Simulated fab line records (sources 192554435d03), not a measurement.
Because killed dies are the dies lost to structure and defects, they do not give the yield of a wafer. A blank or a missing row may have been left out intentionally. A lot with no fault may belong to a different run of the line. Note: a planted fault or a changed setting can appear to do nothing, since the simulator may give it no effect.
Which of the tools did it?	flow n5_finfet	36 wafers sampled from 12 lots at 1 step of a route of 1938

## WHAT THE GAUGES SHOWED, per wafer
N5_BEOL_M14_OVL_MEAS_29.
lot	measured	on	M14_OVL (nm)
L076	day 11 18:38	overlay-02	-4 1 -8
L077	day 12 04:18	overlay-02	0 6 2
L078	day 13 05:28	overlay-02	-2 -1 -1
L081	day 13 11:27	overlay-02	-1 4 -3
L083	day 13 21:13	overlay-01	-4 -2 -3
L084	day 14 05:49	overlay-02	0 0 0
L087	day 14 23:55	overlay-01	2 2 -4
L089	day 15 06:31	overlay-01	-2 -8 -7
L091	day 15 17:34	overlay-02	-2 -6 -7
L095	day 16 12:26	overlay-02	-2 -4 -3
L096	day 17 01:13	overlay-01	5 6 2
L097	day 17 16:59	overlay-02	2 -3 -5

## EACH LOT AND THE TOOL THAT RAN IT (in order: tool; ch and the chambers of the sampled wafers; start)
The record holds no process step before these readings.

## THE ANSWER, worked out from the rows above alone
Rule: usual is defined by the lots themselves. Put in order of their means at a reading, lots are off if they are a third of the lots or fewer, leave a main group of 4 or more, and stand apart from it by a gap of 3 or more times the standard deviation of the main group's means; of several such gaps the widest counts. If all means in a main group match to the digits the tables above print for the reading, that group is not used. A lot without any number at a reading at which 4 lots or more have one is off too. The other lots that the step has rows for count as sound.
Nothing can be told from this: no lot is off at any reading shown.

## WHAT HAD BEEN PUT IN BY THE SIMULATOR
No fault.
